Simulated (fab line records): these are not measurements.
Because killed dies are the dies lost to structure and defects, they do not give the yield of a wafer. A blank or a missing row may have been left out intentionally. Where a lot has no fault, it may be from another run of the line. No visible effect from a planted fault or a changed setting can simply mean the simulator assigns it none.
Matching of chambers | flow n5 finfet | N5_BEOL_M7_PECVD_70 on pecvd-01 has 3 sister chambers
The step deposits SiO2 from TEOS/O2, target thk 20 nm, time 22.7 s. 3 wafers are shown with their chamber, then 12 later ones without.

WAFERS PAIRED WITH THEIR CHAMBERS
wafer  | chamber | throttle valve pct (%)
L091.2 | 2       | 20.4
L091.3 | 1       | 22.3
L091.6 | 0       | 21.7

WAFERS MISSING THEIR CHAMBER
wafer  | throttle valve pct (%)
L094.2 | 22.6
L094.3 | 20.1
L094.5 | 20.2
L095.1 | 22.1
L095.3 | 21.9
L095.4 | 20.5
L096.1 | 22.0
L096.3 | 20.4
L096.5 | 21.9
L097.1 | 22.5
L097.3 | 22.0
L097.5 | 22.0

WHICH CHAMBER EACH WENT THROUGH
wafer  | from the rows above     | in truth
L094.2 | 1                       | 1
L094.3 | 2                       | 2
L094.5 | 2                       | 2
L095.1 | can't be placed: 1 or 0 | 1
L095.3 | can't be placed: 0 or 1 | 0
L095.4 | 2                       | 2
L096.1 | can't be placed: 0 or 1 | 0
L096.3 | 2                       | 2
L096.5 | can't be placed: 0 or 1 | 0
L097.1 | 1                       | 1
L097.3 | can't be placed: 0 or 1 | 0
L097.5 | can't be placed: 0 or 1 | 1
Correctly placed: 6 of 12. From these rows, 6 cannot be placed; in 6 the true chamber is one of the candidates. Number placed wrongly: 0.
How it was worked out, from the rows above alone: a wafer's distance from a chamber is the root of the sum, over the readings, of the square of ((its reading less the chamber's mean) divided by the reading's scatter). The wafer belongs to the nearest chamber; if the next one is less than 2 further off, it can't be placed. The mean given for a chamber averages the wafers shown for that chamber. The scatter: with one shown wafer a chamber, the root of the mean of the squares of how far each hidden wafer lies from its nearest shown one.
